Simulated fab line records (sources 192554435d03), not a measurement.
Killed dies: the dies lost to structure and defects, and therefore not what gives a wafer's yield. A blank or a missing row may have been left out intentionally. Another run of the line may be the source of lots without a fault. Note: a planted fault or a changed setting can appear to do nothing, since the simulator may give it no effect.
A lot that was struck, set against a sound lot | flow n5Finfet | 17 steps out of a route of 1938
Sound: the wafers L531.1, L531.3, L531.4. The struck wafers were L529.2, L529.4, L529.6. The cause is named last.
Each step with rows lists, per side, the tool, then ch with its chambers, then its first start. Under that, the readings that differ: sound wafers | struck wafers | difference of the means | sigmas: that difference in standard deviations of wafers without a fault.
alike: readings with means less than 2 such deviations apart, plus words and numbers identical on both sides. not compared: withheld readings, readings lacking a value on some wafer, bounds such as >300 that could conceal the same value, and numbers that have no deviation in the record and whose values overlap.
A row with sigmas, a row that says differs or no value, or rows on one side alone: a step with any of these is where the two part. Numbers that have no deviation but don't overlap get no sigmas and don't part them. A reading that every wafer of one side lacks parts them only if that side has two wafers or more.

N5_START_INSPECT_01: inspects for defects (unpatterned scan).
  sound: defectInspect-01 at day 3 06:02; struck: defectInspect-02 at day 2 18:02
  alike: rawDefectCount
then, 2 steps without rows for these wafers: N5_ZERO_LAYER_PRECLEAN_00 (cleans in SPM, time 600 s); N5_ZERO_LAYER_SRD_01 (time 30 s, dry time 30 s).
N5_ZERO_LAYER_PECVD_02: deposits SiO2 from SiH4/N2O, target thk 10 nm, time 6 s.
  sound on pecvd-01 ch 0,1, day 3 06:17; struck on pecvd-04 ch 0,1,2, day 2 18:17
  alike: heaterPowerW, showerheadPlenumPTorr
then, 5 steps without rows for these wafers: N5_ZERO_LAYER_HMDS_04 (time 60 s); N5_ZERO_LAYER_COAT_05 (resist thk 1000 nm); N5_ZERO_LAYER_EBR_07; N5_ZERO_LAYER_SOFTBAKE_06 (time 90 s); N5_ZERO_LAYER_EXPOSE_08 (exposes mask ZERO, defocus 0 nm, target cd 2000 nm).
N5_ZERO_LAYER_PEB_09:
  sound on lithoTrack-04 ch 0, day 3 06:39; struck on lithoTrack-01 ch 0, day 2 18:31
then, 2 steps without rows for these wafers: N5_ZERO_LAYER_DEVELOP_10 (develop time 60 s); N5_ZERO_LAYER_HARDBAKE_23 (time 120 s).
N5_ZERO_LAYER_CD_MEAS_11 targets a cd of 2000 nm.
  sound on cdSem-02 ch 0, day 3 06:46; struck on cdSem-02 ch 0, day 2 18:38
reading   | sound                | struck               | difference | sigmas
cdNm (nm) | 2001.4 1998.7 2000.0 | 1989.5 1985.5 1983.4 | -13.9      | -7
N5_ZERO_LAYER_DESCUM_16: chemistry O2, time 7.9 s.
  sound on rieDiel-04 ch 1,2,3, day 3 07:06; struck on rieDiel-03 ch 0,3, day 2 18:41
reading                    | sound          | struck         | difference | sigmas
model.ZERO_LAYER.cdNm (nm) | 2001 1999 2000 | 1990 1985 1984 | -14        | 
  alike: drypumpMotorCurrentA, o2FlowSccm, oesProductAu, rfVppV, showerheadPlenumPTorr, throttleValvePct
  not compared: rfHoursCounterH
N5_ZERO_LAYER_ETCH_17: etches SiO2 in CF4, target depth 12 nm, time 13.3 s.
  sound on rieDiel-04 ch 1,2,3, day 3 07:08; struck on rieDiel-03 ch 0,3, day 2 18:43
  alike: drypumpMotorCurrentA, oesProductAu, rfVppV, showerheadPlenumPTorr, throttleValvePct
  not compared: rfHoursCounterH
N5_ZERO_LAYER_ETCH_18: etches Si in HBr/Cl2, target depth 120 nm, time 40 s.
  sound on rieSi-02 ch 1,2,3, day 3 07:13; struck on rieSi-04 ch 0,2, day 2 18:47
reading                    | sound          | struck         | difference | sigmas
model.ZERO_LAYER.cdNm (nm) | 2001 1999 2000 | 1989 1985 1984 | -14        | 
  alike: drypumpMotorCurrentA, oesProductAu, throttleValvePct
  not compared: rfHoursCounterH
N5_ZERO_LAYER_STRIP_24: strips in O2.
  sound on plasmaAsher-01 ch 0,1, day 3 07:19; struck on plasmaAsher-01 ch 0,1, day 2 18:53
  alike: drypumpMotorCurrentA, heaterPowerW, o2FlowSccm, oesProductAu, stripTimeToEndpointS
  not compared: rfHoursCounterH

WHERE THEY PART
Only at N5_ZERO_LAYER_CD_MEAS_11, within this record. Later steps at which nothing parts them and some readings are alike: N5_ZERO_LAYER_DESCUM_16, N5_ZERO_LAYER_ETCH_17, N5_ZERO_LAYER_ETCH_18, N5_ZERO_LAYER_STRIP_24.

WHY: what the simulator had put in
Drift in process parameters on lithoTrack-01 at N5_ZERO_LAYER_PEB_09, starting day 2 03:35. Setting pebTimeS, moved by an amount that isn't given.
